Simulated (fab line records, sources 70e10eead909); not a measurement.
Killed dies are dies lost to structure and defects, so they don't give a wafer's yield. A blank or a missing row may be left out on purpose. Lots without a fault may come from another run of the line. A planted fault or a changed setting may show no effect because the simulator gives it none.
fab line records | flow nand_harc
record lots=6 wafers=18 last_day=33
route steps=1302 shown A_SOURCE_PLATE@414 A_ONON_D1@424 END@1302
lots that met no fault: from a run of the same line without faults
start_h: hours from the record's first day to the start of the lot's first wafer shown | wait_h: hours since the lot's step before | " the same as in the row above | L1.1+2: a row that stands for several wafers | - no value, or no start given | * or withheld: withheld | < > ~ a bound
route shown NAME@n: a module of which the file shows steps, and the number in the route of the first | usual: mean/standard deviation of fault-free wafers | same: alike in all rows | chamber/n: place in a boat | sites: the reading at each site | _std_site: their standard deviation | _edge_site: outer sites' mean less inner sites' | radius_mm: how far each site lies from the wafer's centre | mask NAME#n: copy n | behind: the tool/chamber that last shaped the wafer | hold: why the lot was held/for how many hours/how that ended | device: the transistor (n, p or np) that didn't switch | end of line: the same wafers' tests at the end of the route | a step without rows: its recipe alone | killed: dies lost to structure and defects at the first sort, not the wafer's yield | map: a wafer's dies, x killed, . not, _ none there
set.NAME: the setting as run; set.NAME@STEP: as run at that earlier step | model.NAME: the simulator's own value behind a step, which no gauge read
lots at some steps of the route; a table a step, a row a wafer
services: from which hour (start_h, from the record's first day; less than 0 if before it) a tool's chamber was out of use, for how many hours, and why
## steps
# step NHARC_A_SOURCE_PLATE_SRD_01
# step NHARC_A_SOURCE_PLATE_OXIDE_02
# recipe target_thk_a=100 temp_c=900 ox_time_s=1362 material=SiO2
# step NHARC_A_SOURCE_PLATE_THK_MEAS_09
# recipe thk_meas_gauge=ellipsometry
# usual thk_nm=9.7/1
# columns lot.wafer tool chamber start_h wait_h thk_nm
L939.3 film_metro-02 - 169.65 0.4 9.7
L939.4 " - " " 10.3
L939.5 " - " " 10.7
L946.3 film_metro-02 - 245.57 0.4 9.8
L946.4 " - " " 10.1
L946.5 " - " " 9.6
L949.2 film_metro-02 - 269.96 0.4 10.6
L949.4 " - " " 9.0
L949.6 " - " " 9.9
L951.2 film_metro-02 - 290.50 0.4 8.6
L951.3 " - " " 8.1
L951.4 " - " " 9.9
L957.2 film_metro-01 - 348.04 0.4 9.3
L957.3 " - " " 10.0
L957.6 " - " " 8.0
L960.2 film_metro-01 - 373.82 0.4 9.9
L960.4 " - " " 8.1
L960.5 " - " " 7.8
# step NHARC_A_SOURCE_PLATE_PVD_04
# recipe target_thk_a=500 material=WSi2
# step NHARC_A_SOURCE_PLATE_CVD_03
# recipe target_thk_a=2000 temp_c=620 pressure_mtorr=200 time_s=4000 material=poly-Si
# step NHARC_A_SOURCE_PLATE_ANNEAL_05
# recipe temp_c=850 time_s=1800
# step NHARC_A_SOURCE_PLATE_THK_MEAS_06
# recipe thk_meas_gauge=ellipsometry
# usual thk_nm=200.7/2.1
# columns lot.wafer tool chamber start_h wait_h thk_nm
L939.3 film_metro-02 - 182.17 0.4 199.4
L939.4 " - " " 198.2
L939.5 " - " " 201.1
L946.3 film_metro-02 - 258.21 0.4 199.3
L946.4 " - " " 199.9
L946.5 " - " " 199.3
L949.2 film_metro-02 - 282.94 0.4 200.3
L949.4 " - " " 201.8
L949.6 " - " " 202.5
L951.2 film_metro-02 - 305.32 0.4 198.4
L951.3 " - " " 199.4
L951.4 " - " " 200.7
L957.2 film_metro-01 - 362.07 0.4 201.9
L957.3 " - " " 201.1
L957.6 " - " " 201.7
L960.2 film_metro-01 - 386.64 0.4 206.6
L960.4 " - " " 202.8
L960.5 " - " " 204.3
# step NHARC_A_SOURCE_PLATE_INSPECT_08
# usual raw_defect_count=63/30
# columns lot.wafer tool chamber start_h wait_h raw_defect_count
L939.3 defect_inspect-01 - 182.27 0.0 45
L939.4 " - " " 59
L939.5 " - " " 95
L946.3 defect_inspect-02 - 258.28 0.0 124
L946.4 " - " " 74
L946.5 " - " " 68
L949.2 defect_inspect-01 - 283.01 0.0 60
L949.4 " - " " 57
L949.6 " - " " 75
L951.2 defect_inspect-02 - 305.38 0.0 80
L951.3 " - " " 33
L951.4 " - " " 57
L957.2 defect_inspect-01 - 362.18 0.0 73
L957.3 " - " " 55
L957.6 " - " " 98
L960.2 defect_inspect-02 - 386.70 0.0 38
L960.4 " - " " 47
L960.5 " - " " 69
# step NHARC_A_ONON_D1_DEP_00
# recipe target_thk_a=10000 n2_flow_sccm=2750 n2o_flow_sccm=2000 nh3_flow_sccm=500 sih4_flow_sccm=210 temp_c=400
# step NHARC_A_ONON_D1_THK_MEAS_02
# recipe thk_meas_gauge=ellipsometry
# usual thk_nm=1000/9.6
# columns lot.wafer tool chamber start_h wait_h thk_nm
L939.3 film_metro-02 - 182.85 - 999
L939.4 " - " " 1002
L939.5 " - " " 1000
L946.3 film_metro-02 - 258.85 - 998
L946.4 " - " " 997
L946.5 " - " " 996
L949.2 film_metro-02 - 283.58 - 992
L949.4 " - " " 994
L949.6 " - " " 993
L951.2 film_metro-02 - 305.96 - 1008
L951.3 " - " " 1008
L951.4 " - " " 1009
L957.2 film_metro-01 - 362.75 - 1002
L957.3 " - " " 1000
L957.6 " - " " 1001
L960.2 film_metro-01 - 387.28 - 1000
L960.4 " - " " 1000
L960.5 " - " " 1001
# step NHARC_A_ONON_D1_DEP_03
# recipe target_thk_a=10000 n2_flow_sccm=2750 n2o_flow_sccm=2000 nh3_flow_sccm=500 sih4_flow_sccm=210 temp_c=400
# columns lot.wafer tool chamber start_h wait_h
L939.3+4+5 pecvd_onon-02 0 183.02 0.2
L946.3+4+5 pecvd_onon-03 0 259.02 0.2
L949.2+4+6 pecvd_onon-02 0 283.70 0.1
L951.2+3+4 pecvd_onon-02 0 306.07 0.1
L957.2+3+6 pecvd_onon-01 0 362.86 0.1
L960.2+4+5 pecvd_onon-01 0 387.39 0.1
# step NHARC_A_ONON_D1_THK_MEAS_05
# recipe thk_meas_gauge=ellipsometry
# usual thk_nm=1000/9.7
# columns lot.wafer tool chamber start_h wait_h thk_nm
L939.3 film_metro-02 - 183.41 - 1004
L939.4 " - " " 1000
L939.5 " - " " 1002
L946.3 film_metro-02 - 259.44 - 992
L946.4 " - " " 991
L946.5 " - " " 993
L949.2 film_metro-02 - 284.15 - 1555
L949.4 " - " " 1556
L949.6 " - " " 1555
L951.2 film_metro-02 - 306.53 - 1565
L951.3 " - " " 1566
L951.4 " - " " 1563
L957.2 film_metro-01 - 363.35 - 1007
L957.3 " - " " 1009
L957.6 " - " " 1006
L960.2 film_metro-01 - 387.84 - 1011
L960.4 " - " " 1011
L960.5 " - " " 1009
# step NHARC_A_ONON_D1_DEP_06
# recipe target_thk_a=10000 n2_flow_sccm=2750 n2o_flow_sccm=2000 nh3_flow_sccm=500 sih4_flow_sccm=210 temp_c=400
# step NHARC_END_SORT_01
# recipe temp_c=25
# usual killed_at_array=55/22 killed_at_other=1.1/1.4 killed_at_periphery=4/3.2 killed_dies=59/22 killed_open=3.3/1.8 killed_short=2.5/1.5
# same gross_dies=677
# columns lot.wafer tool chamber start_h wait_h killed_at_array killed_at_other killed_at_periphery killed_dies killed_open killed_short
L946.3 prober-02 0 662.49 3.1 51 0 4 55 2 2
L946.4 prober-02 0 663.30 3.4 84 0 5 89 2 2
L946.5 prober-02 0 664.11 3.7 65 0 7 72 5 2
L949.2 prober-02 0 690.73 2.8 670 1 6 677 4 4
L949.4 prober-02 0 692.34 3.4 675 0 2 677 4 5
L949.6 prober-02 0 693.95 4.0 677 0 0 677 1 1
L951.2 prober-01 0 717.65 2.8 672 5 0 677 3 0
L951.3 prober-01 0 718.45 3.1 671 3 3 677 2 2
L951.4 prober-01 0 719.25 3.4 669 5 3 677 4 3
L957.2 prober-02 0 791.02 8.7 54 1 3 58 4 1
L957.6 prober-02 0 794.21 9.9 58 1 2 61 4 3
# killed by level:class
L946.3 A_SLIT:chamber_film_flake=23 A_CHANNEL_HOLE_D2:chamber_film_flake=13 A_CHANNEL_HOLE_D1:chamber_film_flake=11 A_ONON_D2:geometric_particle:short=2 A_STAIRCASE:chamber_film_flake=2 P_GATE:geometric_particle:open=1 P_M0:geometric_particle:open=1 P_GATE:chamber_film_flake=1
L946.4 A_SLIT:chamber_film_flake=35 A_CHANNEL_HOLE_D1:chamber_film_flake=31 A_CHANNEL_HOLE_D2:chamber_film_flake=9 A_STAIRCASE:chamber_film_flake=6 P_CONTACT:geometric_particle:open=1 P_M1:geometric_particle:short=1 A_ONON_D1:geometric_particle:open=1 A_M0:geometric_particle:short=1
L946.5 A_SLIT:chamber_film_flake=28 A_CHANNEL_HOLE_D1:chamber_film_flake=23 A_CHANNEL_HOLE_D2:chamber_film_flake=8 A_ONON_D2:geometric_particle:open=2 P_CONTACT:chamber_film_flake=2 A_STAIRCASE:chamber_film_flake=2 P_GATE:geometric_particle:short=1 P_CONTACT:geometric_particle:open=1
L949.2 A_ONON_D1:area_dep=580 A_SLIT:chamber_film_flake=34 A_CHANNEL_HOLE_D2:chamber_film_flake=21 A_CHANNEL_HOLE_D1:chamber_film_flake=14 A_STAIRCASE:chamber_film_flake=6 A_WL_FILL:chamber_film_flake=4 P_ZERO_WELL:chamber_film_flake=2 A_CONTACT:chamber_film_flake=2
L949.4 A_ONON_D1:area_dep=578 A_SLIT:chamber_film_flake=40 A_CHANNEL_HOLE_D2:chamber_film_flake=22 A_CHANNEL_HOLE_D1:chamber_film_flake=11 A_CONTACT:chamber_film_flake=6 A_M1:chamber_film_flake=5 A_CHANNEL_FILL_D2:geometric_particle:open=3 A_DECK1_JOINT:geometric_particle:short=2
L949.6 A_ONON_D1:area_dep=596 A_CHANNEL_HOLE_D1:chamber_film_flake=26 A_SLIT:chamber_film_flake=19 A_CHANNEL_HOLE_D2:chamber_film_flake=17 A_WL_FILL:chamber_film_flake=8 A_M1:chamber_film_flake=3 A_STAIRCASE:chamber_film_flake=2 A_CONTACT:chamber_film_flake=2
L951.2 A_ONON_D1:area_dep=604 A_SLIT:chamber_film_flake=41 A_CHANNEL_HOLE_D1:chamber_film_flake=12 A_CONTACT:chamber_film_flake=6 THIN_TSV:chamber_film_flake=5 A_STAIRCASE:chamber_film_flake=3 A_CHANNEL_FILL_D2:chamber_film_flake=2 A_DECK1_JOINT:geometric_particle:open=1
L951.3 A_ONON_D1:area_dep=613 A_SLIT:chamber_film_flake=29 A_CHANNEL_HOLE_D1:chamber_film_flake=14 A_CONTACT:chamber_film_flake=5 A_STAIRCASE:chamber_film_flake=4 THIN_TSV:chamber_film_flake=3 P_STI:geometric_particle:short=1 A_ONON_D1:geometric_particle:open=1
L951.4 A_ONON_D1:area_dep=600 A_SLIT:chamber_film_flake=32 A_CHANNEL_HOLE_D1:chamber_film_flake=16 A_CONTACT:chamber_film_flake=11 THIN_TSV:chamber_film_flake=5 A_SGD_CUT:chamber_film_flake=3 A_CHANNEL_FILL_D2:geometric_particle:open=2 A_STAIRCASE:chamber_film_flake=2
L957.2 A_SLIT:chamber_film_flake=27 A_CHANNEL_HOLE_D1:chamber_film_flake=16 A_CONTACT:chamber_film_flake=5 A_CHANNEL_FILL_D2:geometric_particle:open=2 A_STAIRCASE:chamber_film_flake=2 P_CONTACT:geometric_particle:open=1 P_M1:geometric_particle:open=1 A_CHANNEL_FILL_D2:geometric_particle:short=1
L957.6 A_SLIT:chamber_film_flake=29 A_CHANNEL_HOLE_D1:chamber_film_flake=14 A_CONTACT:chamber_film_flake=6 A_BONDPAD:chamber_film_flake=3 A_SOURCE_PLATE:geometric_particle:open=2 A_WL_FILL:geometric_particle:short=2 P_M0:geometric_particle:open=1 A_CHANNEL_FILL_D1:geometric_particle:open=1
# map L949.2 (x killed, . not)
____________x____________
_________xxxxxxx_________
_______xxxxxxxxxxx_______
______xxxxxxxxxxxxx______
_____xxxxxxxxxxxxxxx_____
____xxxxxxxxxxxxxxxxx____
____xxxxxxxxxxxxxxxxx____
___xxxxxxxxxxxxxxxxxxx___
___xxxxxxxxxxxxxxxxxxx___
__xxxxxxxxxxxxxxxxxxxxx__
__xxxxxxxxxxxxxxxxxxxxx__
_xxxxxxxxxxxxxxxxxxxxxxx_
_xxxxxxxxxxxxxxxxxxxxxxx_
_xxxxxxxxxxxxxxxxxxxxxxx_
_xxxxxxxxxxxxxxxxxxxxxxx_
_xxxxxxxxxxxxxxxxxxxxxxx_
xxxxxxxxxxxxxxxxxxxxxxxxx
xxxxxxxxxxxxxxxxxxxxxxxxx
xxxxxxxxxxxxxxxxxxxxxxxxx
xxxxxxxxxxxxxxxxxxxxxxxxx
xxxxxxxxxxxxxxxxxxxxxxxxx
_xxxxxxxxxxxxxxxxxxxxxxx_
_xxxxxxxxxxxxxxxxxxxxxxx_
_xxxxxxxxxxxxxxxxxxxxxxx_
_xxxxxxxxxxxxxxxxxxxxxxx_
_xxxxxxxxxxxxxxxxxxxxxxx_
__xxxxxxxxxxxxxxxxxxxxx__
__xxxxxxxxxxxxxxxxxxxxx__
___xxxxxxxxxxxxxxxxxxx___
___xxxxxxxxxxxxxxxxxxx___
____xxxxxxxxxxxxxxxxx____
____xxxxxxxxxxxxxxxxx____
_____xxxxxxxxxxxxxxx_____
______xxxxxxxxxxxxx______
_______xxxxxxxxxxx_______
_________xxxxxxx_________
____________x____________
# map L951.2 (x killed, . not)
____________x____________
_________xxxxxxx_________
_______xxxxxxxxxxx_______
______xxxxxxxxxxxxx______
_____xxxxxxxxxxxxxxx_____
____xxxxxxxxxxxxxxxxx____
____xxxxxxxxxxxxxxxxx____
___xxxxxxxxxxxxxxxxxxx___
___xxxxxxxxxxxxxxxxxxx___
__xxxxxxxxxxxxxxxxxxxxx__
__xxxxxxxxxxxxxxxxxxxxx__
_xxxxxxxxxxxxxxxxxxxxxxx_
_xxxxxxxxxxxxxxxxxxxxxxx_
_xxxxxxxxxxxxxxxxxxxxxxx_
_xxxxxxxxxxxxxxxxxxxxxxx_
_xxxxxxxxxxxxxxxxxxxxxxx_
xxxxxxxxxxxxxxxxxxxxxxxxx
xxxxxxxxxxxxxxxxxxxxxxxxx
xxxxxxxxxxxxxxxxxxxxxxxxx
xxxxxxxxxxxxxxxxxxxxxxxxx
xxxxxxxxxxxxxxxxxxxxxxxxx
_xxxxxxxxxxxxxxxxxxxxxxx_
_xxxxxxxxxxxxxxxxxxxxxxx_
_xxxxxxxxxxxxxxxxxxxxxxx_
_xxxxxxxxxxxxxxxxxxxxxxx_
_xxxxxxxxxxxxxxxxxxxxxxx_
__xxxxxxxxxxxxxxxxxxxxx__
__xxxxxxxxxxxxxxxxxxxxx__
___xxxxxxxxxxxxxxxxxxx___
___xxxxxxxxxxxxxxxxxxx___
____xxxxxxxxxxxxxxxxx____
____xxxxxxxxxxxxxxxxx____
_____xxxxxxxxxxxxxxx_____
______xxxxxxxxxxxxx______
_______xxxxxxxxxxx_______
_________xxxxxxx_________
____________x____________
## services
# columns tool chamber start_h hours kind
pecvd_onon-02 - 185.28 13.0 pm
pecvd_onon-03 - 227.00 13.0 pm
pecvd_onon-01 - 269.95 13.0 pm
pecvd_onon-02 - 366.28 13.0 pm
## key
first_sign step=NHARC_A_ONON_D1_THK_MEAS_05 reading=thk_nm direction=up sigmas=57 usual=1000 struck=1560
effect step=NHARC_END_SORT_01 reading=killed_dies direction=up sigmas=28 usual=59 struck=677
more_kills_born_at NHARC_A_ONON_D1_DEP_03@pecvd_onon-02=3571
met_at NHARC_A_ONON_D1_DEP_03
struck_wafers L949.2,L949.4,L949.6,L951.2,L951.3,L951.4
later_rows_left_out L949.2,L949.4,L949.6,L951.2,L951.3,L951.4
tester_left_out L949,L951
onset_between 183.02 283.70
fault kind=process_parameter_drift tool=pecvd_onon-02 chamber=0 onset_h=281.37 steps=NHARC_A_ONON_D1_DEP_03 channel=target_thk_a offset=* shape=step end_h=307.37 acts_in=* stated=*
# tester_left_out: of these lots the tester's yield and bins aren't shown, on N5 and GAA mostly nor the transistor test; their killed dies are dies lost to structure and defects alone, not to doping, threshold or leakage, so they don't give the yield
# later_rows_left_out: the simulator's readings of these wafers behind a module that went badly wrong aren't trusted and aren't shown, but for the sort
